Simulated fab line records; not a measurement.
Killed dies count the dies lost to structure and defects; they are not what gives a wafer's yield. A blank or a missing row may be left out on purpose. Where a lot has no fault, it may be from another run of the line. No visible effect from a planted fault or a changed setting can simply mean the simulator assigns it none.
fab line records | flow n5-finfet
[record] lots = 4 wafers = 12 last-day = 17
route steps=1938 shown BEOL_M15@1819 PASS1_DEP@1831 MIM_BOT@1832 MIM_TOP@1834 MIM_TOP_LITHO@1839 MIM_TOP_ETCH@1851 MIM_BOT_LITHO@1854 MIM_BOT_ETCH@1868
lots untouched by any fault: they come from a run of this same line in which no faults occurred
start-h: start of the lot's first displayed wafer, in hours after the record's first day | wait-h: how many hours have passed since the lot's step before this one | " repeats the value in the row above | L1.1+2: a row that stands for several wafers | - no value present, or no start provided | * or withheld: withheld | < > ~ a bound
route shown NAME@n: names a module that has steps shown in the file, with the first one's number in the route | usual: mean/standard deviation of fault-free wafers | same: alike in all rows | chamber/n: place in a boat | sites: each site's reading | _std_site: the standard deviation of these | _edge_site: outer sites' mean less inner sites' | radius-mm: how far each site lies from the wafer's centre | mask NAME#n: copy n | behind: the tool/chamber that last shaped the wafer | hold: the reason the lot was held/the length of the hold in hours/how it ended | device: which transistor (n, p or np) failed to switch | end of line: the tests these same wafers got at the end of their route | a step given without rows: its recipe and nothing more | killed: not the wafer's yield, but the dies lost to structure and defects at the first sort | map: shows each die of a wafer: x if killed, . if not, _ if none is there
set.NAME: the setting the step ran with; set.NAME@STEP: the setting that earlier step ran with | model.NAME: the simulator's own value behind a step, which no gauge read
a table for each step, a row for each wafer; lots at some steps of the route
services: the hour from which a tool's chamber was out of use, counted from the record's first day as start-h (under 0 if before that day), plus the number of hours and why
[[steps]]
[step N5_BEOL_M15_SPUTTER_43]
[recipe] material = TaN target-thk-a = 150 temp-c = 50 bias-v = 168.6 power-w = 15000 chamber-pressure-pa = 0.12 time-s = 24.19
[step N5_BEOL_M15_SPUTTER_44]
[recipe] material = Ta target-thk-a = 150 temp-c = 50 bias-v = 80 power-w = 15000 chamber-pressure-pa = 0.07 time-s = 24.19
[step N5_BEOL_M15_SPUTTER_45]
[recipe] material = Cu target-thk-a = 1000 temp-c = -20 bias-v = 60 power-w = 26000 chamber-pressure-pa = 0.13 time-s = 16.67
[step N5_BEOL_M15_ECD_47]
[recipe] material = Cu target-thk-a = 18600
[step N5_BEOL_M15_ANNEAL_48]
[recipe] temp-c = 225 time-s = 90 ambient = N2
[step N5_BEOL_M15_CMP_49]
[recipe] stop-on = SiO2 t-overpolish-s = 4.9 down-force-psi = 2 platen-rpm = 80 clearing-platen-down-force-psi = 2 clearing-platen-rpm = 80 post-cmp-clean = cu-alkaline target-thk-nm = 850 clearing-platen-pad-velocity-m-s = 1.5917 pad-velocity-m-s = 1.5917
[step N5_BEOL_M15_PRE_CLEAN_52]
[recipe] gas = NH3 time-s = 15 temp-c = withheld rf-power-w = 300
[step N5_BEOL_M15_DEP_53]
[recipe] material = SiCN target-thk-a = 500 temp-c = withheld precursor = 3MS/NH3 pressure-torr = 3 rf-w = 675 time-s = 17.8
[step N5_PASSIVATION_PECVD_00]
[recipe] material = SiO2 target-thk-a = 2000 temp-c = 400 precursor = SiH4/N2O pressure-torr = 2.7 rf-w = 608 time-s = 11.2
[usual] heater-power-w = 692/130 showerhead-plenum-p-Torr = 8.20/0.076 throttle-valve-pct = 50.3/1.9
// columns lot.wafer tool chamber start-h wait-h heater-power-w showerhead-plenum-p-Torr throttle-valve-pct model.SiO2_of_PASSIVATION_PECVD_00.thk-nm
L709.1 pecvd-03 0 302.38 0.8 526 8.28 48.0 202
L709.2 " 2 " " 898 8.32 48.5 201.4
L709.6 " 2 " " 948 8.33 48.4 204.6
L720.1 pecvd-03 2 368.21 0.8 885 8.34 48.9 301.6
L720.2 " 1 " " 634 8.19 53.1 195.4
L720.6 " 2 " " 926 8.33 48.9 201.6
L722.4 pecvd-03 2 375.20 0.4 911 8.30 49.0 304.8
L722.5 " 0 " " 549 8.27 47.7 203.2
L722.6 " 1 " " 541 8.19 52.8 201.8
L727.1 pecvd-04 1 403.28 0.8 666 8.20 52.2 194
L727.3 " 2 " " 483 8.10 51.2 199.4
L727.6 " 0 " " 663 8.11 51.4 197.8
[step N5_MIM_BOT_DEGAS_01]
[recipe] ambient = vacuum temp-c = 300 time-s = 60
[step N5_MIM_BOT_SPUTTER_00]
[recipe] material = TiN target-thk-a = 350 temp-c = 200 power-w = 3000 chamber-pressure-pa = 0.49996 gas = Ar reactive-partial-pa = 0.37997 time-s = 89.7
[step N5_MIM_TOP_ALD_00]
[recipe] material = Al2O3 target-thk-a = * temp-c = withheld ald-precursor-family = TMA ald-co-reactant = O3 pulse-time-s = withheld purge-time-s = 3 co-reactant-purge-time-s = withheld co-reactant-pulse-time-s = 3 ald-cycles = withheld
[step N5_MIM_TOP_ALD_01]
[recipe] material = HfO2 target-thk-a = 56 temp-c = withheld ald-precursor-family = Hf-amide ald-co-reactant = O3 pulse-time-s = 1 purge-time-s = 3 co-reactant-purge-time-s = 2 co-reactant-pulse-time-s = 3 ald-cycles = 62
[step N5_MIM_TOP_ALD_02]
[recipe] material = Al2O3 target-thk-a = * temp-c = withheld ald-precursor-family = TMA ald-co-reactant = O3 pulse-time-s = withheld purge-time-s = 3 co-reactant-purge-time-s = withheld co-reactant-pulse-time-s = 3 ald-cycles = withheld
[step N5_MIM_TOP_DEGAS_04]
[recipe] ambient = vacuum temp-c = 300 time-s = 60
[step N5_MIM_TOP_SPUTTER_03]
[recipe] material = TiN target-thk-a = 350 temp-c = 200 power-w = 3000 chamber-pressure-pa = 0.49996 gas = Ar reactive-partial-pa = 0.37997 time-s = 89.7
[step N5_MIM_TOP_LITHO_HMDS_01]
[recipe] time-s = 60 temp-c = 120
[step N5_MIM_TOP_LITHO_COAT_02]
[recipe] spin-rpm = * resist-thk-nm = *
[step N5_MIM_TOP_LITHO_EBR_04]
[recipe] solvent = PGMEA ebr-width-mm = 1.5
[step N5_MIM_TOP_LITHO_SOFTBAKE_03]
[recipe] temp-c = 100 time-s = 90
[step N5_MIM_TOP_LITHO_EXPOSE_05]
[recipe] mask-id = MIM_TOP na = 0.55 source-shape = conventional sigma-outer = 0.8 polarization = unpolarized target-cd-nm = 2000 dose-mj = 20.5
[step N5_MIM_TOP_LITHO_PEB_06]
[recipe] peb-temp-c = withheld peb-time-s = *
[step N5_MIM_TOP_LITHO_DEVELOP_07]
[recipe] develop-time-s = 60 rinse-liquid = diw dry = air-spin dev-temp-c = 21
[step N5_MIM_TOP_LITHO_HARDBAKE_09]
[recipe] temp-c = 130 time-s = 120
[step N5_MIM_TOP_LITHO_DESCUM_10]
[recipe] chemistry = O2 time-s = 7.9 source-power-w = 50 bias-power-w = 20 pressure-mtorr = 20 rf-frequency-hz = 2.712e+07 temp-c = 40 o2-flow-sccm = 225
[step N5_MIM_TOP_ETCH_ETCH_00]
[recipe] chemistry = Cl2/BCl3 target = TiN target-depth-a = 385 ion-energy-ev = 150 pressure-mtorr = 10 icp-w = 1000 bias-w = 126 Cl2_flow_sccm = 53.25 bcl3-flow-sccm = 21.75 Ar_flow_sccm = 25
[step N5_MIM_TOP_ETCH_STRIP_01]
[recipe] chemistry = O2 power-w = 600 temp-c = 60 pressure-mtorr = 30 rf-frequency-hz = 6e+07 bias-power-w = 0 overash-fraction = 0.5 o2-flow-sccm = 225
[step N5_MIM_TOP_ETCH_PECVD_03]
[recipe] material = SiNx target-thk-a = 200 temp-c = 400 precursor = SiH4/NH3/N2 pressure-torr = 1.5 rf-w = 300 time-s = 17.6
[step N5_MIM_BOT_LITHO_HMDS_01]
[recipe] time-s = 60 temp-c = 120
[step N5_MIM_BOT_LITHO_COAT_02]
[recipe] spin-rpm = * resist-thk-nm = *
[step N5_MIM_BOT_LITHO_EBR_04]
[recipe] solvent = PGMEA ebr-width-mm = 1.5
[step N5_MIM_BOT_LITHO_SOFTBAKE_03]
[recipe] temp-c = 100 time-s = 90
[step N5_MIM_BOT_LITHO_EXPOSE_05]
[recipe] mask-id = MIM_BOT na = 0.55 source-shape = conventional sigma-outer = 0.8 polarization = unpolarized dose-mj = 24.25
[step N5_MIM_BOT_LITHO_PEB_06]
[recipe] peb-temp-c = withheld peb-time-s = *
[step N5_MIM_BOT_LITHO_DEVELOP_07]
[recipe] develop-time-s = 60 rinse-liquid = diw dry = air-spin dev-temp-c = 21
[step N5_MIM_BOT_ETCH_ETCH_00]
[recipe] chemistry = Cl2/BCl3 target = TiN target-depth-a = 455 ion-energy-ev = 150 pressure-mtorr = 10 icp-w = 1000 bias-w = 126 Cl2_flow_sccm = 53.25 bcl3-flow-sccm = 21.75 Ar_flow_sccm = 25
[usual] bias-w = 125.9/0.4 drypump-motor-current-A = 5.6/0.58 oes-product-au = 0.78/0.099 throttle-valve-pct = 21.89/0.19
// columns lot.wafer tool chamber start-h wait-h bias-w drypump-motor-current-A oes-product-au rf-hours-counter-h throttle-valve-pct model.SiO2_of_PASSIVATION_PECVD_00.thk-nm
L709.1 rie-metal-03 0 307.74 0.1 125.7 4.6 0.76 47 22.10 199.6
L709.2 " 0 " " 125.7 4.6 0.75 - 22.10 198.8
L709.6 " 0 " " 125.7 4.6 0.76 - 22.09 202
L720.1 rie-metal-03 1 373.08 0.1 126.1 5.9 0.67 95 21.62 299
L720.2 " 0 " " 126.4 4.6 0.74 53 22.12 193
L720.6 " 1 " " 125.7 5.9 0.67 - 21.63 199
L722.4 rie-metal-02 0 379.89 0.1 126.1 6.1 0.69 - 22.07 302.2
L722.5 " 0 " " 126.3 6.1 0.69 - 22.07 200.6
L722.6 " 1 " " 125.6 5.6 0.85 - 21.93 199
L727.1 rie-metal-01 0 407.12 0.1 126.2 6.2 0.81 29 21.90 191.4
L727.3 " 0 " " 126.2 6.2 0.81 - 21.91 196.8
L727.6 " 1 " " 125.8 5.8 0.95 - 21.65 195
[[services]]
// columns tool chamber start-h hours kind
rie-metal-01 - 296.25 0.1 repair
rie-metal-01 1 300.14 - clean
rie-metal-01 1 300.14 21.2 scheduled-down
rie-metal-01 1 300.14 21.2 vent-cycle
rie-metal-03 1 300.85 7.4 repair
pecvd-04 - 307.35 2.8 pm
pecvd-03 1 319.66 12.4 repair
pecvd-03 0 339.32 30.1 repair
pecvd-03 1 341.31 2.1 scheduled-down
rie-metal-02 0 382.15 8.1 repair
pecvd-03 1 383.62 - clean
pecvd-03 1 383.62 - consumable-replace:showerhead
pecvd-03 1 383.62 29.0 scheduled-down
pecvd-03 1 383.62 29.0 vent-cycle
pecvd-04 - 398.25 0.9 repair
pecvd-03 - 398.42 6.0 pm
pecvd-03 - 404.50 0.7 repair
[[key]]
first-sign none at tools or gauges
[model-effect] step = N5_PASSIVATION_PECVD_00 value = SiO2_of_PASSIVATION_PECVD_00.thk-nm without = 201.2 struck = 303.2
[model-effect] step = N5_MIM_BOT_ETCH_ETCH_00 value = SiO2_of_PASSIVATION_PECVD_00.thk-nm without = 198.6 struck = 300.6
met-at N5_PASSIVATION_PECVD_00
struck-wafers L720.1,L722.4
onset-between 302.38 368.21
[fault] kind = process-parameter-drift tool = pecvd-03 chamber = - onset-h = 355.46 steps = N5_PASSIVATION_PECVD_00 channel = time-s offset = * shape = step end-h = 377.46 scope = struck-wafers-only acts-in = * stated = *
